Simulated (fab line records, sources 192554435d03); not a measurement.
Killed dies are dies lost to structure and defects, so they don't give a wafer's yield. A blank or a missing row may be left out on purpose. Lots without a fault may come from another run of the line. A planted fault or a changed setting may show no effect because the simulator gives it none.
fab line records | flow n5_finfet
record lots=8 wafers=24 last_day=17
route steps=1938 shown BEOL_M0_SAQP@694 BEOL_M0@715 BEOL_M4@1111
lots that met no fault: from a run of the same line without faults
start_h: hours from the record's first day to the start of the lot's first wafer shown | wait_h: hours since the lot's step before | " the same as in the row above | L1.1+2: a row that stands for several wafers | - no value, or no start given | * or withheld: withheld | < > ~ a bound
route shown NAME@n: a module of which the file shows steps, and the number in the route of the first | usual: mean/standard deviation of fault-free wafers | same: alike in all rows | chamber/n: place in a boat | sites: the reading at each site | _std_site: their standard deviation | _edge_site: outer sites' mean less inner sites' | radius_mm: how far each site lies from the wafer's centre | mask NAME#n: copy n | behind: the tool/chamber that last shaped the wafer | hold: why the lot was held/for how many hours/how that ended | device: the transistor (n, p or np) that didn't switch | end of line: the same wafers' tests at the end of the route | a step without rows: its recipe alone | killed: dies lost to structure and defects at the first sort, not the wafer's yield | map: a wafer's dies, x killed, . not, _ none there
set.NAME: the setting as run; set.NAME@STEP: as run at that earlier step | model.NAME: the simulator's own value behind a step, which no gauge read
steps of the route over a sample of lots; a table a step, a row a wafer
services: from which hour (start_h, from the record's first day; less than 0 if before it) a tool's chamber was out of use, for how many hours, and why
## steps
# step N5_BEOL_M0_SAQP_ETCH_73
# recipe chemistry=CF4 target=SiARC target_depth_a=195 mask_material=CAR-EUV time_s=32.5 ion_energy_ev=80 pressure_mtorr=40 source_w=545 bias_w=36 Ar_flow_sccm=100 cf4_flow_sccm=100 ends=cleared
# usual drypump_motor_current_A=5.8/0.39 etch_rf_on_time_s=32.3/0.61 oes_product_au=0.66/0.075 rf_fwd_power_W=534/3 rf_vpp_V=183.7/1.2 showerhead_plenum_p_Torr=2.11/0.071 throttle_valve_pct=15.56/0.29
# columns lot.wafer tool chamber start_h wait_h drypump_motor_current_A etch_rf_on_time_s oes_product_au rf_fwd_power_W rf_hours_counter_h rf_vpp_V showerhead_plenum_p_Torr throttle_valve_pct
L516.2 rie_diel-03 3 114.72 0.0 6.2 32.7 0.70 537 87 182.2 2.08 15.55
L516.4 " 0 " " 6.1 32.8 0.66 536 159 184.1 2.05 15.71
L516.6 " 2 " " 6.2 32.5 0.64 537 - 181.3 2.06 15.58
L517.1 rie_diel-02 3 124.80 0.0 6.3 33.3 0.59 531 240 184.9 2.20 15.52
L517.2 " 0 " " 5.7 33.1 0.65 531 126 186.2 2.15 15.78
L517.4 " 2 " " 5.1 32.6 0.58 538 244 183.4 2.10 15.53
L519.2 rie_diel-04 0 140.37 0.0 5.6 32.2 0.61 533 189 182.9 2.13 15.91
L519.4 " 2 " " 5.7 32.8 0.59 532 236 183.4 2.12 15.90
L519.6 " 2 " " 5.6 33.0 0.58 532 - 182.9 2.12 15.89
L522.2 rie_diel-02 3 156.93 0.0 6.2 33.3 0.58 532 251 185.5 2.19 15.53
L522.3 " 0 " " 5.7 33.5 0.63 536 137 184.0 2.15 15.80
L522.4 " 3 " " 6.3 33.3 0.58 534 - 183.9 2.19 15.55
L524.1 rie_diel-02 1 167.30 0.0 5.7 31.4 0.66 533 132 182.6 1.99 15.21
L524.2 " 0 " " 5.7 33.0 0.63 534 141 184.2 2.15 15.80
L524.3 " 3 " " 6.3 32.9 0.59 532 255 185.7 2.19 15.53
L526.1 rie_diel-03 0 182.32 0.0 6.1 32.4 0.64 537 178 183.2 2.05 15.75
L526.3 " 3 " " 6.2 32.4 0.69 538 106 182.7 2.07 15.57
L526.5 " 3 " " 6.2 32.2 0.69 538 - 182.4 2.07 15.57
L531.1 rie_diel-03 3 209.93 0.0 6.2 32.4 0.67 537 114 184.8 2.07 15.59
L531.3 " 1 " " 4.7 31.1 0.85 535 5 184.0 2.19 15.28
L531.4 " 0 " " 6.1 32.5 0.64 534 188 183.7 2.04 15.77
L537.1 rie_diel-04 0 251.30 0.0 5.6 33.0 0.58 535 225 184.3 2.12 16.00
L537.4 " 3 " " 5.8 32.7 0.61 533 - 184.1 2.11 15.89
L537.5 " 1 " " 6.1 32.6 0.62 535 - 184.3 2.22 15.59
# step N5_BEOL_M0_ETCH_138
# recipe chemistry=CH3F/O2 target_depth_a=120 target=SiCN time_s=31.6 ion_energy_ev=120 pressure_mtorr=30 source_w=395 bias_w=75 Ar_flow_sccm=150 CH3F_flow_sccm=30 O2_flow_sccm=20 ends=cleared
# usual drypump_motor_current_A=5.6/0.42 etch_rf_on_time_s=29.1/0.8 oes_product_au=0.69/0.068 rf_fwd_power_W=386.5/1.8 rf_vpp_V=297.4/1.7 showerhead_plenum_p_Torr=2.01/0.073 throttle_valve_pct=16.30/0.27
# columns lot.wafer tool chamber start_h wait_h drypump_motor_current_A etch_rf_on_time_s oes_product_au rf_fwd_power_W rf_hours_counter_h rf_vpp_V showerhead_plenum_p_Torr throttle_valve_pct
L516.2 rie_diel-06 2 116.81 0.0 5.8 29.4 0.62 384.7 193 296.9 1.99 16.51
L516.4 " 0 " " 4.8 29.3 0.75 387.7 44 298.2 2.12 16.38
L516.6 " 2 " " 5.8 30.1 0.62 383.6 - 298.4 1.99 16.50
L517.1 rie_diel-01 2 126.22 0.0 5.3 29.0 0.69 384.1 98 297.3 1.93 16.06
L517.2 " 1 " " 5.6 29.4 0.60 384.5 207 296.3 1.99 16.46
L517.4 " 0 " " 6.2 30.3 0.60 383.7 207 297.1 1.99 16.73
L519.2 rie_diel-05 2 141.94 0.0 5.7 26.9 0.76 388.3 54 295.2 1.95 16.44
L519.4 " 0 " " 5.5 28.8 0.76 387.5 26 298.2 1.96 16.00
L519.6 " 1 " " 6.1 28.7 0.81 385.1 - 298.8 2.04 15.91
L522.2 rie_diel-05 1 158.88 0.0 6.1 29.1 0.80 384.2 11 297.8 2.04 15.93
L522.3 " 2 " " 5.7 27.9 0.75 384.5 61 294.5 1.94 16.47
L522.4 " 3 " " 4.9 28.7 0.77 387.3 20 301.2 2.13 16.15
L524.1 rie_diel-01 1 169.22 0.0 5.7 28.6 0.59 387.0 222 295.9 1.98 16.49
L524.2 " 3 " " 5.4 28.0 0.70 386.9 93 296.3 1.94 15.95
L524.3 " 0 " " 6.2 28.2 0.60 381.8 222 296.3 1.99 16.76
L526.1 rie_diel-06 3 183.88 0.0 5.7 29.7 0.58 388.1 239 299.7 2.06 16.79
L526.3 " 2 " " 5.8 30.7 0.60 386.5 216 297.8 1.98 16.55
L526.5 " 1 " " 6.2 30.2 0.74 389.8 - 299.9 2.13 16.37
L531.1 rie_diel-05 2 211.47 0.0 5.6 28.1 0.73 387.8 80 296.3 1.94 16.52
L531.3 " 0 " " 5.5 24.2 0.81 625.0 49 253.0 1.95 16.06
L531.4 " 1 " " 6.1 29.3 0.76 384.7 30 298.3 2.03 15.98
L537.1 rie_diel-06 1 253.78 0.0 6.2 29.1 0.71 388.0 69 299.0 2.12 16.41
L537.4 " 1 " " 6.2 29.8 0.71 388.8 - 300.5 2.12 16.42
L537.5 " 3 " " 5.7 28.9 0.81 385.7 - 297.3 2.05 16.30
# step N5_BEOL_M0_STRIP_140
# recipe chemistry=CF4 resist=SiARC power_w=300 bias_power_w=75 pressure_mtorr=50 cf4_flow_sccm=150 rf_frequency_hz=6e+07
# usual bias_power_w=75.02/0.21 drypump_motor_current_A=5.6/0.42 oes_product_au=0.78/0.078 rf_fwd_power_W=292.6/0.83 rf_vpp_V=271.2/1.7 showerhead_plenum_p_Torr=1.79/0.056 throttle_valve_pct=13.62/0.29
# columns lot.wafer tool chamber start_h wait_h bias_power_w drypump_motor_current_A oes_product_au rf_fwd_power_W rf_hours_counter_h rf_vpp_V showerhead_plenum_p_Torr throttle_valve_pct
L516.2 rie_diel-05 2 120.48 0.2 75.02 5.6 0.86 293.0 46 271.5 1.75 13.67
L516.4 " 2 " " 74.88 5.6 0.87 292.5 - 269.4 1.75 13.68
L516.6 " 2 " " 75.38 5.6 0.89 292.1 - 272.4 1.75 13.69
L517.1 rie_diel-01 2 126.92 0.4 74.73 5.3 0.78 292.5 98 270.6 1.75 13.38
L517.2 " 3 " " 75.13 5.4 0.81 293.0 79 270.3 1.74 13.17
L517.4 " 0 " " 74.89 6.2 0.70 293.0 207 269.2 1.78 13.94
L519.2 rie_diel-01 0 142.81 0.1 75.07 6.2 0.70 292.8 213 272.9 1.78 13.97
L519.4 " 1 " " 74.96 5.6 0.69 291.5 212 272.1 1.78 13.77
L519.6 " 1 " " 74.88 5.6 0.70 291.2 - 270.3 1.78 13.76
L522.2 rie_diel-01 1 159.83 0.2 75.13 5.6 0.69 293.5 218 269.8 1.78 13.78
L522.3 " 3 " " 75.15 5.4 0.81 292.5 90 270.2 1.73 13.18
L522.4 " 2 " " 74.73 5.3 0.78 292.5 109 266.9 1.75 13.42
L524.1 rie_diel-06 0 171.34 0.1 74.96 4.8 0.84 293.1 59 273.1 1.89 13.65
L524.2 " 3 " " 74.77 5.7 0.68 292.9 234 273.1 1.85 14.08
L524.3 " 2 " " 75.17 5.8 0.71 293.7 211 270.4 1.78 13.86
L526.1 rie_diel-01 2 184.22 0.2 74.78 5.3 0.77 293.4 118 269.9 1.74 13.43
L526.3 " 1 " " 75.23 5.6 0.68 292.5 226 270.5 1.78 13.80
L526.5 " 1 " " 75.02 5.7 0.68 292.0 - 270.8 1.78 13.84
L531.1 rie_diel-01 2 211.88 0.2 75.20 5.3 0.76 292.8 126 267.2 1.74 13.46
L531.3 " 3 " " 74.87 5.3 0.79 291.0 108 269.5 1.73 13.24
L531.4 " 0 " " 75.32 6.2 0.69 290.9 237 268.4 1.77 14.04
L537.1 rie_diel-01 2 254.85 0.7 75.13 5.3 0.75 291.9 144 268.6 1.74 13.47
L537.4 " 1 " " 75.38 5.6 0.67 292.2 - 269.8 1.77 13.88
L537.5 " 2 " " 75.07 5.3 0.74 291.3 - 270.0 1.74 13.49
# step N5_BEOL_M0_TRENCH_ETCH_107
# recipe chemistry=C4F6/O2 target_depth_a=328 target=SiOC time_s=16.4 ion_energy_ev=250 pressure_mtorr=30 source_w=355 bias_w=185 Ar_flow_sccm=300 C4F6_flow_sccm=10 O2_flow_sccm=10
# usual drypump_motor_current_A=5.6/0.44 oes_product_au=0.79/0.077 rf_fwd_power_W=348.7/2 rf_vpp_V=663/4.7 showerhead_plenum_p_Torr=2.85/0.096 throttle_valve_pct=20.89/0.28
# columns lot.wafer tool chamber start_h wait_h drypump_motor_current_A oes_product_au rf_fwd_power_W rf_hours_counter_h rf_vpp_V showerhead_plenum_p_Torr throttle_valve_pct
L516.2 rie_diel-06 3 121.16 0.0 5.7 0.70 350.6 217 668 2.93 21.27
L516.4 " 0 " " 4.8 0.87 350.0 45 666 3.00 20.97
L516.6 " 0 " " 4.8 0.87 350.6 - 666 3.00 20.96
L517.1 rie_diel-01 1 127.11 0.0 5.6 0.70 349.0 207 663 2.83 20.99
L517.2 " 3 " " 5.4 0.83 347.2 79 667 2.77 20.47
L517.4 " 0 " " 6.2 0.70 346.6 207 658 2.83 21.26
L519.2 rie_diel-01 0 143.00 0.0 6.2 0.70 347.8 213 658 2.83 21.28
L519.4 " 3 " " 5.4 0.81 346.5 85 666 2.76 20.46
L519.6 " 3 " " 5.3 0.82 344.8 - 668 2.77 20.46
L522.2 rie_diel-06 2 160.02 0.0 5.8 0.71 347.0 207 659 2.82 21.04
L522.3 " 1 " " 6.2 0.87 351.1 35 657 3.03 20.99
L522.4 " 3 " " 5.7 0.69 349.2 230 669 2.93 21.29
L524.1 rie_diel-01 1 171.72 0.0 5.7 0.70 350.1 223 663 2.82 21.03
L524.2 " 0 " " 6.2 0.70 347.3 223 658 2.83 21.28
L524.3 " 2 " " 5.3 0.78 349.4 113 659 2.74 20.61
L526.1 rie_diel-05 2 184.41 0.0 5.6 0.85 350.6 71 659 2.76 21.05
L526.3 " 0 " " 5.5 0.86 352.3 40 663 2.79 20.62
L526.5 " 1 " " 6.1 0.91 347.9 - 661 2.89 20.50
L531.1 rie_diel-06 0 212.07 0.0 4.8 0.83 349.4 71 666 2.99 21.00
L531.3 " 1 " " 6.3 0.85 349.9 51 657 3.02 21.01
L531.4 " 2 " " 5.8 0.70 344.0 222 659 2.81 21.08
L537.1 rie_diel-05 1 255.12 0.0 6.1 0.87 346.1 44 661 2.88 20.56
L537.4 " 0 " " 5.5 0.83 350.4 63 663 2.78 20.65
L537.5 " 3 " " 5.0 0.84 351.5 - 675 3.01 20.75
# step N5_BEOL_M4_RC_MEAS_101
# usual DIBL_N=35.7/1.3 DIBL_P=35.4/1.8 IOFF_N=0.152/0.027 IOFF_P=0.20/0.034 ION_N=672/9.8 ION_P=461/7.5 SS_N=71.4/0.55 SS_P=73.1/0.61 VT_N=251/3.3 VT_P=-251/3.6
# columns lot.wafer tool chamber start_h wait_h DIBL_N[mV/V] DIBL_P[mV/V] IOFF_N[nA/um] IOFF_P[nA/um] ION_N[uA/um] ION_P[uA/um] SS_N[mV/dec] SS_P[mV/dec] VT_N[mV] VT_P[mV]
L516.2 prober-01 0 167.97 0.2 34.0 32.5 0.114 0.16 661 457 70.3 72.7 255 -255
L516.4 " 0 " " 35.2 34.1 0.133 0.18 670 464 70.6 73.5 253 -251
L516.6 " 0 " " 34.4 34.2 0.126 0.18 659 452 71.3 73.0 255 -250
L517.1 prober-01 0 179.12 0.0 38.6 38.5 0.217 0.30 674 468 72.4 74.4 248 -244
L517.2 " 0 " " 34.7 32.9 0.139 0.21 671 463 71.0 72.9 251 -249
L517.4 " 0 " " 34.8 34.2 0.144 0.22 673 460 71.6 73.5 251 -248
L519.2 prober-01 0 191.24 0.2 35.8 36.2 0.162 0.18 676 452 71.3 73.1 253 -258
L519.4 " 0 " " 36.4 37.6 0.186 0.19 688 469 71.3 73.7 246 -252
L519.6 " 0 " " 36.6 37.3 0.188 0.19 673 453 72.3 73.8 251 -253
L522.2 prober-02 0 209.83 0.2 36.0 36.9 0.162 0.21 676 465 72.1 73.2 247 -251
L522.3 " 0 " " 35.9 36.5 0.157 0.20 682 459 71.7 72.6 248 -250
L522.4 " 0 " " 35.6 35.6 0.153 0.20 674 462 71.3 73.1 248 -250
L524.1 prober-02 0 219.25 0.4 36.5 34.9 0.147 0.19 671 458 72.1 73.5 251 -248
L524.2 " 0 " " 37.6 35.7 0.154 0.21 669 459 71.6 73.0 250 -251
L524.3 " 0 " " 37.4 36.3 0.156 0.21 675 458 72.1 73.0 253 -249
L526.1 prober-02 0 236.93 0.0 37.6 35.4 0.182 0.22 679 466 71.1 72.9 245 -248
L526.3 " 0 " " 37.1 35.1 0.195 0.23 686 469 70.6 73.9 244 -245
L526.5 " 0 " " 36.1 34.5 0.168 0.21 684 468 70.3 73.2 244 -248
L531.1 prober-01 0 261.82 0.0 35.0 34.7 0.129 0.19 657 458 71.1 73.4 253 -250
L531.3 " 0 " " 34.2 32.8 0.116 0.16 658 456 71.4 72.4 257 -252
L531.4 " 0 " " 34.6 33.7 0.115 0.17 653 453 70.1 72.1 256 -250
L537.1 prober-01 0 308.16 0.0 34.3 34.6 0.123 0.18 663 458 71.2 72.0 253 -252
L537.4 " 0 " " 36.4 36.6 0.150 0.20 673 464 71.5 73.5 250 -250
L537.5 " 0 " " 35.3 35.2 0.124 0.17 667 456 71.2 72.7 253 -251
## services
# columns tool chamber start_h hours kind
rie_diel-05 1 106.24 - clean
rie_diel-05 1 106.24 - consumable_replace:focus_ring
rie_diel-05 1 106.24 21.1 scheduled_down
rie_diel-05 1 106.24 21.1 vent_cycle
rie_diel-02 1 128.59 14.5 repair
rie_diel-02 2 143.09 - clean
rie_diel-02 2 143.09 - consumable_replace:focus_ring
rie_diel-02 2 143.09 35.0 scheduled_down
rie_diel-02 2 143.09 35.0 vent_cycle
rie_diel-06 0 149.96 9.6 repair
rie_diel-03 1 170.57 - clean
rie_diel-06 - 186.01 2.8 pm
rie_diel-06 2 193.07 5.0 repair
rie_diel-06 3 217.63 - clean
rie_diel-06 3 217.63 - consumable_replace:focus_ring
rie_diel-06 3 217.63 24.0 scheduled_down
rie_diel-06 3 217.63 24.0 vent_cycle
rie_diel-01 0 246.77 - clean
rie_diel-01 0 246.77 - consumable_replace:focus_ring
rie_diel-01 0 246.77 17.1 scheduled_down
rie_diel-01 0 246.77 17.1 vent_cycle
rie_diel-06 0 248.46 12.2 repair
rie_diel-04 2 250.08 2.5 repair
rie_diel-06 2 253.30 11.7 repair
## key
first_sign step=N5_BEOL_M0_ETCH_138 reading=rf_fwd_power_W direction=up sigmas=99+ usual=* struck=*
effect step=N5_BEOL_M0_ETCH_138 reading=rf_vpp_V direction=down sigmas=27 usual=297.4 struck=253.0
met_at N5_BEOL_M0_ETCH_138
struck_lots L531
struck_wafers L531.3
not_acting_at N5_BEOL_M0_SAQP_ETCH_73,N5_BEOL_M0_STRIP_140,N5_BEOL_M0_TRENCH_ETCH_107
onset_between 141.94 211.47
fault kind=process_parameter_drift tool=rie_diel-05 chamber=0 onset_h=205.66 steps=N5_BEOL_M0_ETCH_138 channel=source_w offset=237 shape=step end_h=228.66 acts_in=these_recipes_only stated=395
